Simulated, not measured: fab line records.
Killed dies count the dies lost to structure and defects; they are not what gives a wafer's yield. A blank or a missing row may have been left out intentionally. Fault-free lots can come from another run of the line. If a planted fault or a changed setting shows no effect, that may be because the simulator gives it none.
A single fault, viewed from 2 desks ; flow n5 finfet ; every desk sees just its own numbers, and what lay behind them comes last

AT THE TOOL OWNER'S DESK: litho track-04
The tool's own readings at N5_FIN_CUT_COAT_02 (resist thk 30 nm): means of the sampled wafers that have a number, for each lot that ran on this tool. Marked OUT: a lot whose mean sits more than 4 standard deviations from the usual mean, which makes it out of limits; the brackets give that distance.
Columns: A = spin speed rpm at N5_FIN_CUT_COAT_02, usual 1499.9 rpm
lot;first seen here;A
L760;day 3 14:14;1499.3
L765;day 4 20:42;1500.0
L767;day 5 08:05;1748.8 (+99 or more) OUT
L768;day 5 15:10;1748.4 (+99 or more) OUT
This desk's verdict: out of limits on L767, L768, starting with L767 at day 5 08:05 (spin speed rpm at N5_FIN_CUT_COAT_02). L760, L765: within limits.

THE METROLOGY DESK
Lot by lot, what the gauges showed, no matter which tool ran the lot: averages of those sampled wafers that carry a number. Marked OUT: a lot whose mean sits more than 4 standard deviations from the usual mean, which makes it out of limits; the brackets give that distance. Readings shown: 7 of its 10, picked as those furthest out on some lot.
Columns: A = DIBL_N at N5_BEOL_M4_RC_MEAS_101, usual 37.2 mV/V; B = DIBL_P at N5_BEOL_M4_RC_MEAS_101, usual 37.3 mV/V; C = IOFF_N at N5_BEOL_M4_RC_MEAS_101, usual 0.18 nA/um; D = IOFF_P at N5_BEOL_M4_RC_MEAS_101, usual 0.24 nA/um; E = ION_N at N5_BEOL_M4_RC_MEAS_101, usual 680 uA/um; F = SS_N at N5_BEOL_M4_RC_MEAS_101, usual 71.8 mV/dec; G = VT_N at N5_BEOL_M4_RC_MEAS_101, usual 249 mV
lot;first seen here;A;B;C;D;E;F;G
L754;day 8 08:06;37.0;37.0;0.17;0.22;674;71.4;248
L757;day 9 01:14;39.1;39.6;0.23;0.27;702;72.3;244
L759;day 9 13:08;36.5;35.8;0.18;0.25;676;71.7;248
L760;day 9 18:03;35.2;35.0;0.14;0.21;672;71.3;251
L765;day 10 13:31;40.5;38.5;0.23;0.26;690;72.4;245
L767;day 11 14:58;37.9;37.9;0.19;0.26;674;72.8;248
L768;day 12 04:55;38.5;37.9;0.19;0.23;679;72.0;248
L771;day 13 17:26;39.5;40.5;0.21;0.30;680;73.0;248
L775;day 14 21:18;36.7;37.6;0.18;0.22;683;71.9;247
L777;day 15 00:02;37.8;37.3;0.19;0.26;676;72.1;250
This desk found nothing out of limits on any of the 10 lots.

PUT TOGETHER
At day 5 08:05, on L767, L768, the tool owner's desk was in a position to raise an alarm.
Metrology desk: nothing out of limits seen.
The metrology desk has L767, L768 on record, within its limits.
Every lot named ran N5_FIN_CUT_COAT_02 on litho track-04.

WHAT THE SIMULATOR HAD PUT IN
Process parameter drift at N5_FIN_CUT_COAT_02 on litho track-04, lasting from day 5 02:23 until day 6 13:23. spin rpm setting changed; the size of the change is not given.
Shown lots that were struck: L767, L768.
Delay in hours, fault start to first out-of-limits reading, by desk: the tool owner's desk at 6.
